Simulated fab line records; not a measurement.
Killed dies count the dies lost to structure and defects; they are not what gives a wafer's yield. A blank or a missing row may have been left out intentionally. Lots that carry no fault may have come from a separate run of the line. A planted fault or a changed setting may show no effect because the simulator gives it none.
Chamber matching + flow n5_finfet + N5_BEOL_M1_DEP_57 on pecvd-02 has 3 sister chambers
The step deposits SiCN from 3MS/NH3, target thk 8 nm, time 14 s. 3 wafers are shown with their chamber, then 12 later ones without.

EACH WAFER AND ITS CHAMBER
| wafer  | chamber | throttle_valve_pct (%) |
|--------|---------|------------------------|
| L088.6 | 0       | 9.5                    |
| L089.1 | 2       | 8.6                    |
| L089.4 | 1       | 8.4                    |

WAFERS WHOSE CHAMBER IS MISSING
| wafer  | throttle_valve_pct (%) |
|--------|------------------------|
| L090.1 | 8.5                    |
| L090.2 | 9.5                    |
| L090.6 | 9.4                    |
| L092.2 | 8.4                    |
| L092.3 | 9.7                    |
| L092.6 | 8.6                    |
| L096.2 | 9.4                    |
| L096.5 | 8.6                    |
| L096.6 | 9.4                    |
| L097.4 | 8.5                    |
| L097.5 | 8.7                    |
| L097.6 | 9.5                    |

WHICH CHAMBER EACH ONE RAN IN
| wafer  | from the rows above     | in truth                   |
|--------|-------------------------|----------------------------|
| L090.1 | can't be placed: 1 or 2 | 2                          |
| L090.2 | 0                       | 0                          |
| L090.6 | 0                       | 0                          |
| L092.2 | 1                       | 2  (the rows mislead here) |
| L092.3 | 0                       | 0                          |
| L092.6 | 2                       | 2                          |
| L096.2 | 0                       | 0                          |
| L096.5 | 2                       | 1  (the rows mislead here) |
| L096.6 | 0                       | 0                          |
| L097.4 | can't be placed: 1 or 2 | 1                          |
| L097.5 | 2                       | 2                          |
| L097.6 | 0                       | 0                          |
Correctly placed: 8 of 12. From these rows, 2 cannot be placed; in 2 the true chamber is one of the candidates. Number placed wrongly: 2.
How it was worked out, from the rows above alone: a wafer's distance from a chamber is the root of the sum, over the readings, of the square of ((its reading less the chamber's mean) divided by the reading's scatter). The wafer belongs to the nearest chamber; if the next one is less than 2 further off, it can't be placed. Each chamber's mean is taken over the wafers shown for it. The scatter: root of mean squared gap, hidden wafer to nearest shown wafer, with one shown wafer a chamber.
